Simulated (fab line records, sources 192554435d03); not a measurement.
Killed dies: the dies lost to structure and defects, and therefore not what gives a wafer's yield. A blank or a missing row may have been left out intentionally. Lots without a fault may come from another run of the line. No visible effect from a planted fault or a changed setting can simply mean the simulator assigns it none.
Chamber matching ; flow n5 finfet ; pecvd-02 running N5_BEOL_M9_PECVD_70: 3 sister chambers
The step deposits SiO2 from TEOS/O2, target thk 20 nm, time 22.7 s. 14 wafers are shown with their chamber, then 7 later ones without.

== WAFERS, EACH WITH ITS CHAMBER ==
wafer;chamber;throttle valve pct (%);showerhead plenum p Torr (Torr);heater power w (W)
L075.3;2;22.0;8.73;656
L075.4;0;22.6;8.77;653
L075.5;2;22.2;8.74;667
L078.1;2;22.2;8.75;765
L078.3;0;22.5;8.74;668
L078.4;2;22.3;8.75;754
L082.1;2;22.5;8.71;683
L082.3;0;22.6;8.73;739
L082.4;1;23.5;8.80;816
L086.3;2;22.2;8.71;668
L086.4;0;22.6;8.75;686
L086.5;2;22.1;8.75;680
L087.3;1;23.3;8.81;752
L087.4;1;23.4;8.81;725

SIGNATURES (averages over the wafers above)
reading;chamber 0;chamber 1;chamber 2;scatter within a chamber
throttle valve pct;22.575;23.400;22.214;0.127
showerhead plenum p Torr;8.7475;8.8067;8.7343;0.0163
heater power w;686.50;764.33;696.14;43
Rule: for a wafer and a chamber, the distance is found by dividing, reading by reading, the gap between the wafer's reading and the chamber's mean by the reading's scatter, squaring, summing and taking the root. If the next closest chamber is less than 2 further off than the closest, the wafer can't be placed; otherwise it belongs to the closest. How the scatter is found: for the shown wafers, subtract from each reading the mean of its chamber, square and add these, divide the total by (wafers less chambers), then take the root.

== WAFERS WITHOUT THEIR CHAMBER ==
wafer;throttle valve pct (%);showerhead plenum p Torr (Torr);heater power w (W)
L087.5;22.8;8.76;673
L089.2;23.4;8.82;771
L089.5;22.4;8.76;668
L089.6;22.4;8.73;726
L093.1;22.6;8.72;781
L093.4;23.3;8.82;807
L093.5;22.3;8.74;751

== THE CHAMBER EACH PASSED THROUGH ==
wafer;from the rows above;in truth
L087.5;0;0
L089.2;1;1
L089.5;can't be placed: 0 or 2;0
L089.6;can't be placed: 2 or 0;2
L093.1;can't be placed: 0 or 2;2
L093.4;1;1
L093.5;can't be placed: 2 or 0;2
3 of 7 placed correctly. From these rows, 4 cannot be placed; in 4 the true chamber is one of the candidates. 0 placed wrongly.
